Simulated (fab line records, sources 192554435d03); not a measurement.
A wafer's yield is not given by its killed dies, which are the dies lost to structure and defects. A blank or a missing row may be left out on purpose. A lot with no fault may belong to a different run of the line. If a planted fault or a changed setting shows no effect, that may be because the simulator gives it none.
fab line records | flow n5_finfet
record lots=10 | wafers=30 | last_day=20
route steps=1938 shown BEOL_M10@1483
lots that met no fault: taken from a fault-free run of the same line
start_h: hours from the record's first day to the start of the lot's first wafer shown | wait_h: hours elapsed since this lot's preceding step | " as in the row above | L1.1+2: a single row standing in for several wafers | - no value, or no start given | * or withheld: withheld | < > ~ a bound
route shown NAME@n: NAME is a module with steps in the file, n the number in the route of the first one | usual: mean/standard deviation of fault-free wafers | same: alike in all rows | chamber/n: place in a boat | sites: the reading at each site | _std_site: the values' standard deviation | _edge_site: inner sites' mean taken away from outer sites' mean | radius_mm: how far each site lies from the wafer's centre | mask NAME#n: copy n | behind: tool/chamber where the wafer was last shaped | hold: what put the lot on hold/how long, in hours/how the hold closed | device: whichever transistor did not switch (one of n, p or np) | end of line: tests run on the same wafers once the route is complete | for a step that has no rows: nothing shown but its recipe | killed: count of dies lost to structure and defects at first sort (not the wafer's yield) | map: dies across one wafer; x = killed, . = not, _ = none there
set.NAME: the setting that was run; set.NAME@STEP: the one run at that earlier step | model.NAME: the simulator's own value behind a step, which no gauge read
route steps across a sampled set of lots; one table per step, one row per wafer
services: when a tool's chamber went out of use (start_h, in hours from the record's first day, below 0 if earlier), for how many hours, and the reason
## steps
# step N5_BEOL_M10_CD_MEAS_11
# recipe target_cd_nm=64.1 | landing_energy_ev=500 | detector=se_inlens | polarity=opening
# usual cd_nm=64.2/0.5
lot.wafer | tool      | chamber | start_h | wait_h | cd_nm
L950.2    | cd_sem-03 | 0       | 275.04  | -      | 63.3
L950.3    | "         | 0       | "       | "      | 64.3
L950.4    | "         | 0       | "       | "      | 63.7
L953.1    | cd_sem-01 | 0       | 287.08  | -      | 63.8
L953.3    | "         | 0       | "       | "      | 64.6
L953.5    | "         | 0       | "       | "      | 64.3
L955.3    | cd_sem-03 | 0       | 308.79  | -      | 64.1
L955.5    | "         | 0       | "       | "      | 64.0
L955.6    | "         | 0       | "       | "      | 63.5
L958.1    | cd_sem-02 | 0       | 312.56  | -      | 65.2
L958.4    | "         | 0       | "       | "      | 64.8
L958.6    | "         | 0       | "       | "      | 65.2
L960.2    | cd_sem-01 | 0       | 332.36  | -      | 65.0
L960.3    | "         | 0       | "       | "      | 64.8
L960.6    | "         | 0       | "       | "      | 64.9
L962.2    | cd_sem-03 | 0       | 343.20  | -      | 64.1
L962.3    | "         | 0       | "       | "      | 64.0
L962.5    | "         | 0       | "       | "      | 64.0
L968.1    | cd_sem-01 | 0       | 375.39  | -      | 64.6
L968.3    | "         | 0       | "       | "      | 64.9
L968.5    | "         | 0       | "       | "      | 64.6
L971.1    | cd_sem-01 | 0       | 402.83  | -      | 64.0
L971.2    | "         | 0       | "       | "      | 63.7
L971.3    | "         | 0       | "       | "      | 64.4
L970.1    | cd_sem-03 | 0       | 411.32  | -      | 63.6
L970.2    | "         | 0       | "       | "      | 63.8
L970.4    | "         | 0       | "       | "      | 64.4
L972.4    | cd_sem-02 | 0       | 419.88  | -      | 63.9
L972.5    | "         | 0       | "       | "      | 64.8
L972.6    | "         | 0       | "       | "      | 64.7
# step N5_BEOL_M10_OVL_MEAS_12
# recipe points_per_wafer=44
# usual M10_OVL=0.1/0.89
lot.wafer | tool       | chamber | start_h | wait_h | M10_OVL[nm]
L950.2    | overlay-02 | 0       | 275.07  | 0.0    | -0.1
L950.3    | "          | 0       | "       | "      | 0.0
L950.4    | "          | 0       | "       | "      | -0.9
L953.1    | overlay-02 | 0       | 287.11  | 0.0    | -0.5
L953.3    | "          | 0       | "       | "      | 0.2
L953.5    | "          | 0       | "       | "      | -1.2
L955.3    | overlay-01 | 0       | 308.84  | 0.1    | 0.4
L955.5    | "          | 0       | "       | "      | 1.0
L955.6    | "          | 0       | "       | "      | 0.1
L958.1    | overlay-01 | 0       | 312.59  | 0.0    | 0.5
L958.4    | "          | 0       | "       | "      | 1.1
L958.6    | "          | 0       | "       | "      | 1.9
L960.2    | overlay-02 | 0       | 332.38  | 0.0    | -0.7
L960.3    | "          | 0       | "       | "      | -0.2
L960.6    | "          | 0       | "       | "      | -0.9
L962.2    | overlay-01 | 0       | 343.23  | 0.0    | -0.8
L962.3    | "          | 0       | "       | "      | -0.8
L962.5    | "          | 0       | "       | "      | -1.5
L968.1    | overlay-01 | 0       | 375.42  | 0.0    | 0.6
L968.3    | "          | 0       | "       | "      | -0.1
L968.5    | "          | 0       | "       | "      | 0.7
L971.1    | overlay-02 | 0       | 402.86  | 0.0    | -0.9
L971.2    | "          | 0       | "       | "      | 1.4
L971.3    | "          | 0       | "       | "      | -0.4
L970.1    | overlay-01 | 0       | 411.35  | 0.0    | -0.6
L970.2    | "          | 0       | "       | "      | -2.0
L970.4    | "          | 0       | "       | "      | -1.5
L972.4    | overlay-02 | 0       | 419.91  | 0.0    | -1.4
L972.5    | "          | 0       | "       | "      | 0.4
L972.6    | "          | 0       | "       | "      | -0.1
# step N5_BEOL_M10_STRIP_67
# recipe chemistry=CF4 | resist=SiARC | power_w=300 | bias_power_w=75 | pressure_mtorr=50 | cf4_flow_sccm=150 | rf_frequency_hz=6e+07
# usual chamber_pressure_mTorr=50.00/0.047 | drypump_motor_current_A=5.8/0.4 | oes_product_au=0.76/0.065 | rf_vpp_V=271.4/1.3 | showerhead_plenum_p_Torr=1.81/0.043 | throttle_valve_pct=13.67/0.18
lot.wafer | tool        | chamber | start_h | wait_h | chamber_pressure_mTorr | drypump_motor_current_A | oes_product_au | rf_hours_counter_h | rf_vpp_V | showerhead_plenum_p_Torr | throttle_valve_pct
L950.2    | rie_diel-06 | 3       | 275.91  | 0.0    | 50.04                  | 5.9                     | 0.74           | 167                | 271.6    | 1.78                     | 13.59
L950.3    | "           | 0       | "       | "      | 49.97                  | 6.0                     | 0.72           | 210                | 271.7    | 1.78                     | 13.90
L950.4    | "           | 1       | "       | "      | 50.00                  | 5.7                     | 0.82           | 93                 | 271.8    | 1.81                     | 13.62
L953.1    | rie_diel-01 | 3       | 287.74  | 0.0    | 50.03                  | 5.6                     | 0.75           | 167                | 271.4    | 1.79                     | 13.76
L953.3    | "           | 1       | "       | "      | 49.99                  | 5.8                     | 0.80           | 115                | 271.6    | 1.79                     | 13.55
L953.5    | "           | 2       | "       | "      | 49.98                  | 6.2                     | 0.81           | -                  | 270.9    | 1.74                     | 13.71
L955.3    | rie_diel-04 | 0       | 309.13  | 0.0    | 49.94                  | 6.4                     | 0.85           | 56                 | 273.4    | 1.89                     | 13.49
L955.5    | "           | 1       | "       | "      | 50.02                  | 5.3                     | 0.76           | -                  | 270.1    | 1.79                     | 13.42
L955.6    | "           | 2       | "       | "      | 49.98                  | 5.4                     | 0.68           | -                  | 273.8    | 1.83                     | 14.17
L958.1    | rie_diel-04 | 2       | 313.99  | 0.0    | 49.98                  | 5.4                     | 0.68           | 248                | 272.0    | 1.83                     | 14.16
L958.4    | "           | 1       | "       | "      | 50.06                  | 5.3                     | 0.76           | 139                | 270.3    | 1.79                     | 13.43
L958.6    | "           | 0       | "       | "      | 50.01                  | 6.4                     | 0.85           | -                  | 271.8    | 1.89                     | 13.53
L960.2    | rie_diel-01 | 2       | 332.67  | 0.0    | 49.99                  | 6.2                     | 0.79           | 115                | 269.9    | 1.74                     | 13.74
L960.3    | "           | 0       | "       | "      | 49.94                  | 5.7                     | 0.80           | 110                | 272.9    | 1.87                     | 13.62
L960.6    | "           | 2       | "       | "      | 49.97                  | 6.2                     | 0.79           | -                  | 269.4    | 1.74                     | 13.77
L962.2    | rie_diel-04 | 2       | 343.74  | 0.0    | 50.03                  | 5.4                     | 0.96           | 3                  | 271.6    | 1.83                     | 13.62
L962.3    | "           | 3       | "       | "      | 50.04                  | 6.5                     | 0.72           | 232                | 271.8    | 1.84                     | 13.58
L962.5    | "           | 2       | "       | "      | 49.98                  | 5.4                     | 0.97           | -                  | 272.5    | 1.83                     | 13.60
L968.1    | rie_diel-01 | 1       | 375.71  | 0.0    | 49.99                  | 5.8                     | 0.77           | 146                | 270.4    | 1.78                     | 13.60
L968.3    | "           | 3       | "       | "      | 50.02                  | 5.6                     | 0.72           | 204                | 269.9    | 1.78                     | 13.85
L968.5    | "           | 3       | "       | "      | 50.06                  | 5.6                     | 0.71           | -                  | 268.2    | 1.78                     | 13.83
L971.1    | rie_diel-01 | 0       | 403.39  | 0.0    | 49.98                  | 5.7                     | 0.77           | 137                | 273.4    | 1.86                     | 13.69
L971.2    | "           | 3       | "       | "      | 50.06                  | 5.6                     | 0.71           | 213                | 272.0    | 1.78                     | 13.85
L971.3    | "           | 1       | "       | "      | 49.94                  | 5.7                     | 0.76           | 157                | 271.3    | 1.78                     | 13.63
L970.1    | rie_diel-06 | 0       | 411.64  | 0.0    | 49.94                  | 5.9                     | 0.95           | 0                  | 270.3    | 1.77                     | 13.41
L970.2    | "           | 3       | "       | "      | 50.01                  | 5.9                     | 0.70           | 224                | 269.8    | 1.77                     | 13.70
L970.4    | "           | 0       | "       | "      | 49.99                  | 5.9                     | 0.97           | -                  | 270.3    | 1.77                     | 13.41
L972.4    | rie_diel-01 | 0       | 420.45  | 0.0    | 50.05                  | 5.7                     | 0.77           | -                  | 272.4    | 1.86                     | 13.70
L972.5    | "           | 1       | "       | "      | 49.96                  | 5.7                     | 0.75           | -                  | 270.6    | 1.78                     | 13.65
L972.6    | "           | 3       | "       | "      | 49.99                  | 5.6                     | 0.71           | -                  | 269.7    | 1.77                     | 13.88
# step N5_BEOL_M10_VIA_ETCH_34
# recipe chemistry=C4F6/O2 | target=SiCOH_lowk | target_depth_a=1845 | mask_material=SOC | taper_deg=4 | time_s=69.2 | ion_energy_ev=250 | pressure_mtorr=30 | source_w=345 | bias_w=185 | Ar_flow_sccm=300 | C4F6_flow_sccm=10 | O2_flow_sccm=10
# usual O2_flow_sccm=9.999/0.03 | chamber_pressure_mTorr=30.000/0.027 | drypump_motor_current_A=5.8/0.42 | oes_f_703_au=0.76/0.062 | oes_product_au=0.76/0.064 | rf_fwd_power_W=342.1/1 | rf_vpp_V=667/8.2 | showerhead_plenum_p_Torr=2.87/0.064 | throttle_valve_pct=20.95/0.21
lot.wafer | tool        | chamber | start_h | wait_h | O2_flow_sccm | chamber_pressure_mTorr | drypump_motor_current_A | oes_f_703_au | oes_product_au | rf_fwd_power_W | rf_hours_counter_h | rf_vpp_V | showerhead_plenum_p_Torr | throttle_valve_pct
L950.2    | rie_diel-04 | 2       | 278.89  | 0.0    | 9.976        | 29.996                 | 5.5                     | 0.70         | 0.68           | 342.6          | 234                | 672      | 2.91                     | 21.41
L950.3    | "           | 1       | "       | "      | 10.011       | 29.975                 | 5.3                     | 0.77         | 0.77           | 343.1          | 124                | 655      | 2.84                     | 20.59
L950.4    | "           | 0       | "       | "      | 9.990        | 30.002                 | 6.4                     | 0.88         | 0.87           | 340.8          | -                  | 663      | 3.01                     | 20.83
L953.1    | rie_diel-04 | 3       | 289.31  | 0.0    | 10.019       | 30.017                 | 6.5                     | 0.73         | 0.73           | 342.6          | 208                | 678      | 2.93                     | 20.71
L953.3    | "           | 2       | "       | "      | 9.965        | 29.996                 | 5.4                     | 0.70         | 0.68           | 342.5          | 239                | 673      | 2.91                     | 21.40
L953.5    | "           | 2       | "       | "      | 9.980        | 29.982                 | 5.4                     | 0.69         | 0.68           | 339.8          | -                  | 672      | 2.91                     | 21.40
L955.3    | rie_diel-04 | 2       | 310.83  | 0.0    | 10.011       | 30.027                 | 5.4                     | 0.69         | 0.68           | 340.6          | 247                | 671      | 2.90                     | 21.42
L955.5    | "           | 2       | "       | "      | 10.012       | 29.993                 | 5.4                     | 0.69         | 0.67           | 340.8          | -                  | 672      | 2.90                     | 21.42
L955.6    | "           | 3       | "       | "      | 10.013       | 30.038                 | 6.5                     | 0.72         | 0.73           | 342.0          | -                  | 676      | 2.93                     | 20.72
L958.1    | rie_diel-04 | 2       | 316.24  | 0.0    | 10.025       | 30.004                 | 5.5                     | 0.68         | 0.68           | 341.0          | 249                | 671      | 2.90                     | 21.43
L958.4    | "           | 0       | "       | "      | 9.991        | 29.986                 | 6.4                     | 0.86         | 0.85           | 340.3          | 59                 | 662      | 3.00                     | 20.84
L958.6    | "           | 3       | "       | "      | 9.973        | 30.004                 | 6.4                     | 0.92         | 0.76           | 426.2          | -                  | 609      | 2.93                     | 20.74
L960.2    | rie_diel-04 | 3       | 335.37  | 0.0    | 9.998        | 29.987                 | 6.5                     | 0.92         | 0.76           | 424.9          | 227                | 608      | 2.92                     | 20.74
L960.3    | "           | 1       | "       | "      | 10.006       | 29.960                 | 5.3                     | 0.75         | 0.75           | 340.3          | -                  | 656      | 2.83                     | 20.63
L960.6    | "           | 1       | "       | "      | 10.039       | 30.005                 | 5.3                     | 0.75         | 0.75           | 342.2          | -                  | 655      | 2.83                     | 20.63
L962.2    | rie_diel-06 | 2       | 345.03  | 0.0    | 10.015       | 30.015                 | 5.1                     | 0.70         | 0.69           | 344.1          | 227                | 673      | 2.93                     | 20.85
L962.3    | "           | 0       | "       | "      | 9.976        | 30.001                 | 6.0                     | 0.71         | 0.70           | 342.5          | 238                | 650      | 2.79                     | 21.15
L962.5    | "           | 1       | "       | "      | 10.041       | 30.012                 | 5.7                     | 0.79         | 0.79           | 339.2          | -                  | 677      | 2.86                     | 21.00
L968.1    | rie_diel-06 | 3       | 378.47  | 0.0    | 9.979        | 30.023                 | 5.9                     | 0.72         | 0.70           | 340.9          | 208                | 660      | 2.82                     | 20.96
L968.3    | "           | 1       | "       | "      | 9.938        | 29.979                 | 5.7                     | 0.78         | 0.78           | 341.7          | 127                | 676      | 2.85                     | 21.04
L968.5    | "           | 1       | "       | "      | 9.982        | 30.033                 | 5.7                     | 0.78         | 0.78           | 342.1          | -                  | 678      | 2.85                     | 21.03
L971.1    | rie_diel-04 | 2       | 405.09  | 0.0    | 10.016       | 30.006                 | 5.5                     | 0.90         | 0.90           | 342.1          | 22                 | 671      | 2.89                     | 21.07
L971.2    | "           | 1       | "       | "      | 10.008       | 29.983                 | 5.3                     | 0.73         | 0.73           | 342.0          | 174                | 655      | 2.82                     | 20.66
L971.3    | "           | 0       | "       | "      | 10.032       | 30.064                 | 6.4                     | 0.82         | 0.81           | 340.0          | 85                 | 662      | 2.99                     | 20.87
L970.1    | rie_diel-04 | 0       | 412.64  | 0.0    | 9.969        | 30.009                 | 6.4                     | 0.83         | 0.81           | 341.6          | 88                 | 662      | 2.98                     | 20.88
L970.2    | "           | 1       | "       | "      | 9.981        | 30.015                 | 5.3                     | 0.72         | 0.73           | 341.0          | 177                | 656      | 2.82                     | 20.66
L970.4    | "           | 2       | "       | "      | 10.007       | 30.002                 | 5.4                     | 0.90         | 0.90           | 340.8          | -                  | 671      | 2.89                     | 21.09
L972.4    | rie_diel-01 | 3       | 421.68  | 0.0    | 10.026       | 30.032                 | 5.6                     | 0.70         | 0.70           | 343.3          | -                  | 668      | 2.83                     | 21.23
L972.5    | "           | 0       | "       | "      | 9.989        | 30.026                 | 5.7                     | 0.75         | 0.77           | 342.3          | -                  | 676      | 2.95                     | 21.04
L972.6    | "           | 1       | "       | "      | 9.968        | 29.997                 | 5.7                     | 0.76         | 0.74           | 342.4          | -                  | 666      | 2.84                     | 20.99
## services
tool        | chamber | start_h | hours | kind
rie_diel-06 | 3       | 258.10  | 3.1   | repair
rie_diel-04 | 3       | 260.32  | 20.8  | repair
rie_diel-06 | 1       | 301.28  | 8.3   | repair
rie_diel-06 | -       | 310.71  | 2.8   | pm
rie_diel-01 | 0       | 311.39  | 14.6  | repair
rie_diel-04 | 2       | 317.65  | -     | clean
rie_diel-04 | 2       | 317.65  | -     | consumable_replace:focus_ring
rie_diel-04 | 2       | 317.65  | 19.5  | scheduled_down
rie_diel-04 | 2       | 317.65  | 19.5  | vent_cycle
rie_diel-01 | 1       | 323.83  | 2.3   | repair
rie_diel-04 | 0       | 328.48  | 9.2   | repair
rie_diel-01 | 1       | 337.50  | 9.0   | repair
rie_diel-01 | 3       | 376.33  | 6.9   | repair
rie_diel-06 | 0       | 377.94  | 8.3   | repair
rie_diel-06 | 0       | 386.49  | -     | clean
rie_diel-06 | 0       | 386.49  | -     | consumable_replace:esc
rie_diel-06 | 0       | 386.49  | -     | consumable_replace:focus_ring
rie_diel-01 | 2       | 397.61  | 35.8  | repair
rie_diel-04 | 3       | 401.11  | -     | clean
rie_diel-04 | 3       | 401.11  | -     | consumable_replace:focus_ring
rie_diel-04 | 3       | 401.11  | 15.5  | scheduled_down
rie_diel-04 | 3       | 401.11  | 15.5  | vent_cycle
rie_diel-06 | 2       | 401.88  | 2.7   | repair
rie_diel-06 | 1       | 416.73  | 1.6   | repair
## key
first_sign step=N5_BEOL_M10_VIA_ETCH_34 | reading=rf_fwd_power_W | direction=up | sigmas=79 | usual=* | struck=*
effect step=N5_BEOL_M10_VIA_ETCH_34 | reading=rf_vpp_V | direction=down | sigmas=7.1 | usual=667 | struck=608
met_at N5_BEOL_M10_VIA_ETCH_34
struck_lots L958,L960
struck_wafers L958.6,L960.2
not_acting_at N5_BEOL_M10_CD_MEAS_11,N5_BEOL_M10_OVL_MEAS_12,N5_BEOL_M10_STRIP_67
onset_between 310.83 316.24
fault kind=process_parameter_drift | tool=rie_diel-04 | chamber=3 | onset_h=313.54 | steps=N5_BEOL_M10_VIA_ETCH_34 | channel=source_w | offset=82.8 | shape=step | end_h=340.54 | acts_in=these_recipes_only | stated=345
